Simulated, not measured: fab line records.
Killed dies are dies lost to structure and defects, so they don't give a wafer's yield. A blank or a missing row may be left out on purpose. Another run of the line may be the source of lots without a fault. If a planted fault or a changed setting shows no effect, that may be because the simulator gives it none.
Which of the tools did it?	flow nand_harc	Sampling: 11 lots, 33 wafers, 6 of 1302 route steps

WHAT EACH GAUGE READ, for each wafer
NHARC_A_CONTACT_CD_MEAS_15. Usual: cd_nm 189.8 nm, standard deviation 0.68.
lot	measured	on	cd_nm (nm)	flag
L909	day 22 04:53	cd_sem-01	189.9 190.0 189.7	
L914	day 24 13:02	cd_sem-02	190.3 190.7 190.7	
L915	day 25 12:18	cd_sem-01	189.3 189.8 190.0	
L916	day 25 17:36	cd_sem-01	190.9 190.5 190.7	
L919	day 26 06:15	cd_sem-02	189.5 190.4 189.4	
L921	day 27 06:32	cd_sem-02	189.5 189.1 189.4	
L920	day 27 14:04	cd_sem-01	190.3 189.9 189.8	
L924	day 28 03:04	cd_sem-03	190.2 189.6 188.6	
L930	day 31 01:28	cd_sem-03	189.8 190.1 189.9	
L931	day 31 06:58	cd_sem-02	189.0 189.1 189.9	
L932	day 31 13:14	cd_sem-03	189.6 189.0 189.6	

NHARC_END_SORT_01. Usual: killed_at_array 59, standard deviation 20; killed_at_other 0.8, standard deviation 1; killed_at_periphery 3.2, standard deviation 2.1; killed_dies 63, standard deviation 21; killed_open 3.0, standard deviation 1.9; killed_short 2.3, standard deviation 1.5.
lot	measured	on	killed_at_array	killed_at_other	killed_at_periphery	killed_dies	killed_open	killed_short	flag
L921	day 29 15:02	prober-01	103 93 85	1 0 0	1 0 3	105 93 88	1 2 5	1 1 2	
L920	day 29 14:40	prober-01	73 52 51	0 0 2	4 3 7	77 55 60	5 2 2	2 1 1	
L924	day 30 17:52	prober-01	24 21 23	0 0 0	4 2 2	28 23 25	4 3 4	2 2 0	

EACH LOT AND THE TOOL THAT RAN IT (in order: tool; ch and the chambers of the sampled wafers; start)
lot	NHARC_A_CONTACT_ETCH_106	NHARC_A_CONTACT_ETCH_92	NHARC_A_CONTACT_CVD_19	NHARC_A_CONTACT_CMP_20
L909	rie_diel-05 ch 0,1,2, day 21 22:24	rie_diel-03 ch 1,2, day 22 04:40	cvd_w-01 ch 0,1, day 22 06:02	cmp-02 ch 2,3, day 22 06:57
L914	rie_diel-05 ch 0,2,3, day 24 06:29	rie_diel-05 ch 0,2, day 24 12:50	cvd_w-02 ch 0, day 24 14:12	cmp-04 ch 0,1,3, day 24 15:05
L915	rie_diel-05 ch 2,3, day 25 01:08	rie_diel-03 ch 0,1, day 25 12:05	cvd_w-01 ch 0,1, day 25 13:35	cmp-04 ch 1,2, day 25 14:31
L916	rie_diel-10 ch 0,2,3, day 25 08:45	rie_diel-05 ch 0,2, day 25 17:22	cvd_w-02 ch 0, day 25 19:08	cmp-04 ch 1,2, day 25 19:55
L919	rie_diel-05 ch 0,3, day 25 22:34	rie_diel-05 ch 1,2,3, day 26 06:03	cvd_w-01 ch 0,1, day 26 08:22	cmp-02 ch 0,3, day 26 09:58
L921	rie_diel-05 ch 1,2, day 26 19:03	rie_diel-05 ch 0,3, day 27 06:19	cvd_w-01 ch 0,1, day 27 07:41	cmp-03 ch 0,1, day 27 09:42
L920	rie_diel-05 ch 0,2,3, day 27 04:16	rie_diel-05 ch 0,1,2, day 27 13:50	cvd_w-01 ch 1, day 27 16:32	cmp-04 ch 0,2, day 27 17:28
L924	rie_diel-10 ch 0,2,3, day 27 18:44	rie_diel-05 ch 0,2,3, day 28 02:51	cvd_w-02 ch 0,1, day 28 04:13	cmp-04 ch 0,1,3, day 28 06:11
L930	rie_diel-05 ch 1,3, day 30 18:09	rie_diel-10 ch 0,1,2, day 31 01:15	cvd_w-01 ch 0,1, day 31 02:52	cmp-03 ch 0,2, day 31 03:31
L931	rie_diel-05 ch 0,1,2, day 30 23:43	rie_diel-05 ch 0,2, day 31 06:45	cvd_w-01 ch 0,1, day 31 08:14	cmp-04 ch 1,2,3, day 31 09:03
L932	rie_diel-05 ch 0,2, day 31 05:31	rie_diel-03 ch 1,3, day 31 13:00	cvd_w-02 ch 0,1, day 31 14:22	cmp-04 ch 1,2,3, day 31 15:19
- NHARC_A_CONTACT_ETCH_106: etches the open film in CF4/O2, target depth 90 nm, overetch 9 nm, time 49.5 s.
- NHARC_A_CONTACT_ETCH_92: etches the open film in CH3F/O2, target depth 40 nm, time 85.7 s.
- NHARC_A_CONTACT_CVD_19: deposits W, target thk 300 nm, time 802 s.
- NHARC_A_CONTACT_CMP_20: polishes, t overpolish 30 s, target thk 300 nm.

AS READ BY THE TOOLS THEMSELVES (means over the sampled wafers that have a number; for cases with no such wafer, the mark the record gives instead)
NHARC_A_CONTACT_ETCH_106. Usual: cf4_flow_sccm 79.97 sccm, standard deviation 0.24; drypump_motor_current_A 5.5 A, standard deviation 0.48; oes_product_au 1.001 a.u., standard deviation 0.0091; rf_vpp_V 197.7 V, standard deviation 1.4; showerhead_plenum_p_Torr 1.33 Torr, standard deviation 0.051; throttle_valve_pct 13.397 %, standard deviation 0.0088.
lot	tool	cf4_flow_sccm (sccm)	drypump_motor_current_A (A)	oes_product_au (a.u.)	rf_vpp_V (V)	showerhead_plenum_p_Torr (Torr)	throttle_valve_pct (%)	flag
L909	rie_diel-05	79.86	5.6	1.007	198.0	1.35	13.400	
L914	rie_diel-05	80.09	5.4	1.010	196.9	1.31	13.387	
L915	rie_diel-05	79.83	5.2	1.007	197.0	1.30	13.394	
L916	rie_diel-10	79.91	5.4	1.001	197.7	1.36	13.402	
L919	rie_diel-05	80.04	5.1	1.013	197.4	1.29	13.402	
L921	rie_diel-05	80.05	5.6	0.999	198.9	1.38	13.400	
L920	rie_diel-05	80.13	5.4	0.990	197.3	1.30	13.391	
L924	rie_diel-10	79.64	5.4	1.004	197.8	1.36	13.394	
L930	rie_diel-05	79.92	5.1	0.997	197.1	1.32	13.393	
L931	rie_diel-05	80.12	5.6	0.999	197.1	1.34	13.401	
L932	rie_diel-05	79.98	5.7	0.985	198.1	1.31	13.395	

NHARC_A_CONTACT_ETCH_92. Usual: drypump_motor_current_A 5.6 A, standard deviation 0.5; oes_product_au 0.933 a.u., standard deviation 0.023; rf_vpp_V 244.4 V, standard deviation 1.5; showerhead_plenum_p_Torr 2.46 Torr, standard deviation 0.099; throttle_valve_pct 20.664 %, standard deviation 0.0095.
lot	tool	drypump_motor_current_A (A)	oes_product_au (a.u.)	rf_vpp_V (V)	showerhead_plenum_p_Torr (Torr)	throttle_valve_pct (%)	flag
L909	rie_diel-03	5.9	0.936	246.1	2.62	20.670	
L914	rie_diel-05	5.6	0.936	244.1	2.42	20.664	
L915	rie_diel-03	6.2	0.934	246.0	2.54	20.675	
L916	rie_diel-05	5.7	0.922	243.9	2.43	20.666	
L919	rie_diel-05	5.4	0.925	244.6	2.46	20.666	
L921	rie_diel-05	5.3	0.916	244.1	2.39	20.662	
L920	rie_diel-05	5.6	0.918	244.4	2.47	20.667	
L924	rie_diel-05	5.4	0.932	243.3	2.40	20.670	
L930	rie_diel-10	6.1	0.918	244.8	2.44	20.667	
L931	rie_diel-05	5.7	0.920	243.5	2.42	20.668	
L932	rie_diel-03	5.9	0.918	245.2	2.52	20.666	

NHARC_A_CONTACT_CVD_19. Usual: heater_power_w 435 W, standard deviation 25; mfc_h2_sccm 1600 sccm, standard deviation 4.9; throttle_valve_pct 8.1 %, standard deviation 0.31.
lot	tool	heater_power_w (W)	mfc_h2_sccm (sccm)	throttle_valve_pct (%)	flag
L909	cvd_w-01	443	1597	8.1	
L914	cvd_w-02	397	1603	8.0	
L915	cvd_w-01	445	1604	7.8	
L916	cvd_w-02	393	1600	8.2	
L919	cvd_w-01	450	1599	7.9	
L921	cvd_w-01	446	1606	8.0	
L920	cvd_w-01	449	1604	8.2	
L924	cvd_w-02	428	1597	8.1	
L930	cvd_w-01	451	1596	8.0	
L931	cvd_w-01	453	1608	7.9	
L932	cvd_w-02	427	1603	8.1	

NHARC_A_CONTACT_CMP_20. Usual: motor_current_A 12.1 A, standard deviation 1.2; overpolish_run_s 30.000 s, standard deviation 0.011; slurry_filter_dp_kPa 13.50 kPa, standard deviation 0.14; time_to_endpoint_s 59 s, standard deviation 3.4.
lot	tool	motor_current_A (A)	overpolish_run_s (s)	slurry_filter_dp_kPa (kPa)	time_to_endpoint_s (s)	flag
L909	cmp-02	11.5	30.004	13.60	55	
L914	cmp-04	11.5	30.003	13.48	60	
L915	cmp-04	11.4	30.003	13.45	60	
L916	cmp-04	12.4	29.984	13.42	61	
L919	cmp-02	12.6	30.004	13.45	113	OFF
L921	cmp-03	12.3	29.999	13.33	122	OFF
L920	cmp-04	12.6	29.995	13.60	63	
L924	cmp-04	11.9	29.996	13.50	122	OFF
L930	cmp-03	11.9	30.003	13.39	59	
L931	cmp-04	12.6	30.002	13.42	61	
L932	cmp-04	12.6	29.992	13.47	61	

THE ANSWER, worked out from the rows above alone
Rule: lot off if the mean of its wafers having a number is beyond 3 standard deviations from the usual mean. A lot without any number at a reading at which 4 lots or more have one is off too. Where the step has rows for the other lots, those lots are counted as sound. The gauges are gone through in route order, then the tools' own readings, and for those a lot's mean is taken as printed above. At the first step where some lot is off, the reading lying furthest off is the one used; lots without a number count as furthest.
Off: L919, L921, L924 (NHARC_A_CONTACT_CMP_20, time_to_endpoint_s).
If a tool, at that step or one of the process steps before it, ran each lot that is off and ran no sound lot following the first of them, it fits. No candidate that was tried fits.

WHAT THE SIMULATOR HAD INSERTED
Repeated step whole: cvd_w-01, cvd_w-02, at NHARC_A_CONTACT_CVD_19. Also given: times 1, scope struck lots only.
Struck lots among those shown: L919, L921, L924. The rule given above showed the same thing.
